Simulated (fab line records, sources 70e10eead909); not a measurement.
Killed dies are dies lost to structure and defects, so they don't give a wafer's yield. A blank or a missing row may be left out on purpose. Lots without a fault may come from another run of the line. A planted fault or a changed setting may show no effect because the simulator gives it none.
Chamber matching | flow nand_harc | NHARC_P_CONTACT_DEP_30 on pecvd-01: 3 sister chambers
The step deposits SiNx, target thk 30 nm. 6 wafers are shown with their chamber, then 11 later ones without.

WAFERS WITH THEIR CHAMBER
wafer  | chamber | heater_power_w (W)
L078.2 | 2       | 781
L082.5 | 1       | 745
L087.3 | 2       | 880
L088.4 | 0       | 890
L088.5 | 1       | 663
L089.1 | 0       | 766

WAFERS WITHOUT THEIR CHAMBER
wafer  | heater_power_w (W)
L089.3 | 688
L089.6 | 778
L090.2 | 902
L090.5 | 889
L090.6 | 676
L092.1 | 713
L092.3 | 847
L092.4 | 877
L094.1 | 701
L094.2 | 857
L094.4 | 883

WHICH CHAMBER EACH WENT THROUGH
wafer  | from the rows above          | in truth
L089.3 | can't be placed: 1 or 0 or 2 | 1
L089.6 | can't be placed: 0 or 2 or 1 | 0
L090.2 | can't be placed: 2 or 0 or 1 | 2
L090.5 | can't be placed: 2 or 0 or 1 | 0
L090.6 | can't be placed: 1 or 0 or 2 | 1
L092.1 | can't be placed: 1 or 0 or 2 | 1
L092.3 | can't be placed: 2 or 0 or 1 | 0
L092.4 | can't be placed: 2 or 0 or 1 | 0
L094.1 | can't be placed: 1 or 0 or 2 | 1
L094.2 | can't be placed: 2 or 0 or 1 | 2
L094.4 | can't be placed: 2 or 0 or 1 | 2
Placed correctly: 0 of 11. Can't be placed from these rows: 11 (the true chamber is among the candidates in 11). Placed wrongly: 0.
How it was worked out, from the rows above alone: a wafer's distance from a chamber is the root of the sum, over the readings, of the square of ((its reading less the chamber's mean) divided by the reading's scatter). The wafer belongs to the nearest chamber; if the next one is less than 2 further off, it can't be placed. A chamber's mean is the mean of its shown wafers. The scatter: the root of (the sum of the squares of (reading less its chamber's mean) over the shown wafers, divided by (wafers less chambers)).
